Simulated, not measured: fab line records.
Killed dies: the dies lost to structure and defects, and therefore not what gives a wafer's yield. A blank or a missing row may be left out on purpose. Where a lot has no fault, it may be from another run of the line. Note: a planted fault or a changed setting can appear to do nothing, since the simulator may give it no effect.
8D (eight disciplines) problem report, filled in by code    flow n5 finfet    the parts of the form that need people (team, actions taken, sign-off) are left out

1. PROBLEM STATEMENT
At N5_BEOL_M8_CMP_52, barrier field endpoint s averages 22.8 s over 2 wafers from 2 lots, while fault-free wafers read 29.2 s, standard deviation 0.76. That puts it -8.4 standard deviations away from the usual mean.
The step: polishes, stops on SiCOH lowk, t overpolish 6.9 s, target thk 80 nm.
First seen on wafer L652.3, day 13 00:27, on cmp-01. The record holds 33 wafers of 11 lots with a number at this step. Rule for "out", or "out of limits": more than 4 standard deviations from the usual mean. The other wafers with a number count as sound.

2. WHAT THIS IS AND IS NOT
question                     is                        is not
which readings at this step  barrier field endpoint s  motor current A, pad life wafers
which lots                   L652, L653                L641, L642, L643, L644, L656, L658, L660, L662, L663
which wafers of those lots   L652.3, L653.1            L652.2, L652.6, L653.5, L653.6
read on which tools          cmp-01                    cmp-03, cmp-04
when                         from day 13 00:27         up to then (14 sound wafers); but 17 sound wafers of L653, L656, L658, L660, L662, L663 came after

3. THE SUSPECTS, EACH WITH WHAT RULES IT OUT
Counting: a tool at a process step up to the reading stays a suspect if it ran every lot that is out. Sound lots after the first of them don't rule it out here, since some wafers of a struck lot are sound.
- pecvd-01 at N5_BEOL_M8_PECVD_70 (deposits SiO2 from TEOS/O2, target thk 20 nm, time 22.7 s): kept. It processed each lot that is out (first: L652, day 12 11:18); up to then, its last sound lot is L644 (day 10 04:06).
- ald metal-02 at N5_BEOL_M8_ALD_77 (deposits TaN, target thk 2 nm, pulse time 2 s, purge time 3 s): kept. It processed each lot that is out (first: L652, day 12 23:03); up to then, its last sound lot is L642 (day 10 09:48).
- pvd sputter-03 at N5_BEOL_M8_SURFACE_TREAT_79: kept. It processed each lot that is out (first: L652, day 12 23:26); up to then, its last sound lot is L642 (day 10 10:07).
- cmp-01 at N5_BEOL_M8_CMP_52 (polishes, stops on SiCOH lowk, t overpolish 6.9 s, target thk 80 nm): kept. It processed each lot that is out (first: L652, day 13 00:27); up to then, its last sound lot is L642 (day 10 11:17). Out on those wafers are its own readings of barrier field endpoint s.
Left after counting: pecvd-01 at N5_BEOL_M8_PECVD_70, ald metal-02 at N5_BEOL_M8_ALD_77, pvd sputter-03 at N5_BEOL_M8_SURFACE_TREAT_79, cmp-01 at N5_BEOL_M8_CMP_52.

4. THE CAUSE (what the simulator had put in)
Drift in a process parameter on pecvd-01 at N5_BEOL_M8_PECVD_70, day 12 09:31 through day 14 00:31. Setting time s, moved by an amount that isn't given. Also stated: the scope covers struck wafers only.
4 suspects survive the count, and this tool is in that group.

5. SEQUENCE OF EFFECTS, ordered by route
Rows list readings where the struck wafers' mean (over those with a number) sits beyond 3 standard deviations from the usual. Scope: only readings with a usual standard deviation given in the record; hours: median across lots of the time from each lot's start at the first step in this table that gives one to its start at this step; sigmas: change in usual standard deviations.
hours  step               reading                   usual   on struck wafers  change  sigmas
0      N5_BEOL_M8_CMP_52  barrier field endpoint s  29.2 s  22.8              -6.4    -8.4
Process steps it contains:
- N5_BEOL_M8_CMP_52: polishes, stops on SiCOH lowk, t overpolish 6.9 s, target thk 80 nm.

6. WHAT WOULD HAVE CAUGHT IT SOONER
First out-of-limits reading in this record: day 13 00:27, which is 15 hours after fault onset at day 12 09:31.
Tool readings at N5_BEOL_M8_PECVD_70 with a usual standard deviation given in the record: none out on any struck wafer, hence no alarm at a limit of 4 standard deviations on them.
L653, from the lots that are out (2), started N5_BEOL_M8_PECVD_70 on pecvd-01 later than day 13 00:27. Had the tool been put on hold then, it would have been spared.
